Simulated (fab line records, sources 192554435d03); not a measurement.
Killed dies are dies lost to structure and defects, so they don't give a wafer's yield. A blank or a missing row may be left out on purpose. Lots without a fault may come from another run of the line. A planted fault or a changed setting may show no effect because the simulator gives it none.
Chamber matching | flow n5_finfet | N5_DUMMY_GATE_ETCH_37 on rie_diel-03: 4 sister chambers
The step etches SOC in N2/H2, target depth 60 nm, overetch 30 nm. 16 wafers are shown with their chamber, then 8 later ones without.

WAFERS WITH THEIR CHAMBER
wafer  | chamber | showerhead_plenum_p_Torr (Torr) | drypump_motor_current_A (A) | throttle_valve_pct (%)
L075.2 | 0       | 2.53                            | 5.5                         | 17.96
L075.4 | 1       | 2.45                            | 6.2                         | 17.54
L075.6 | 0       | 2.53                            | 5.6                         | 17.96
L076.1 | 2       | 2.66                            | 5.0                         | 17.78
L076.4 | 3       | 2.61                            | 5.3                         | 17.79
L076.6 | 0       | 2.53                            | 5.6                         | 17.96
L080.1 | 2       | 2.66                            | 5.0                         | 17.80
L080.2 | 3       | 2.61                            | 5.3                         | 17.79
L080.5 | 0       | 2.53                            | 5.5                         | 17.97
L085.3 | 2       | 2.66                            | 5.0                         | 17.81
L085.4 | 1       | 2.44                            | 6.1                         | 17.57
L085.6 | 0       | 2.53                            | 5.6                         | 17.98
L086.2 | 1       | 2.44                            | 6.1                         | 17.57
L086.3 | 2       | 2.66                            | 5.0                         | 17.83
L086.6 | 2       | 2.66                            | 5.0                         | 17.81
L087.3 | 1       | 2.44                            | 6.1                         | 17.56

SIGNATURES (means of the wafers above)
reading                  | chamber 0 | chamber 1 | chamber 2 | chamber 3 | scatter within a chamber
showerhead_plenum_p_Torr | 2.5300    | 2.4425    | 2.6600    | 2.6100    | 0.0025
drypump_motor_current_A  | 5.560     | 6.125     | 5.000     | 5.300     | 0.0403
throttle_valve_pct       | 17.9660   | 17.5600   | 17.8060   | 17.7900   | 0.0137
Rule: a wafer's distance from a chamber is the root of the sum, over the readings, of the square of ((its reading less the chamber's mean) divided by the reading's scatter). The wafer belongs to the nearest chamber; if the next one is less than 2 further off, it can't be placed. The scatter: the root of (the sum of the squares of (reading less its chamber's mean) over the shown wafers, divided by (wafers less chambers)).

WAFERS WITHOUT THEIR CHAMBER
wafer  | showerhead_plenum_p_Torr (Torr) | drypump_motor_current_A (A) | throttle_valve_pct (%)
L087.4 | 2.60                            | 5.4                         | 17.81
L087.6 | 2.53                            | 5.6                         | 18.00
L092.2 | 2.44                            | 6.1                         | 17.60
L092.3 | 2.53                            | 5.6                         | 18.00
L092.4 | 2.65                            | 5.0                         | 17.83
L096.1 | 2.59                            | 5.4                         | 17.85
L096.3 | 2.65                            | 5.0                         | 17.84
L096.6 | 2.65                            | 5.0                         | 17.84

WHICH CHAMBER EACH WENT THROUGH
wafer  | from the rows above | in truth
L087.4 | 3                   | 3
L087.6 | 0                   | 0
L092.2 | 1                   | 1
L092.3 | 0                   | 0
L092.4 | 2                   | 2
L096.1 | 3                   | 3
L096.3 | 2                   | 2
L096.6 | 2                   | 2
Placed correctly: 8 of 8. Can't be placed from these rows: 0. Placed wrongly: 0.
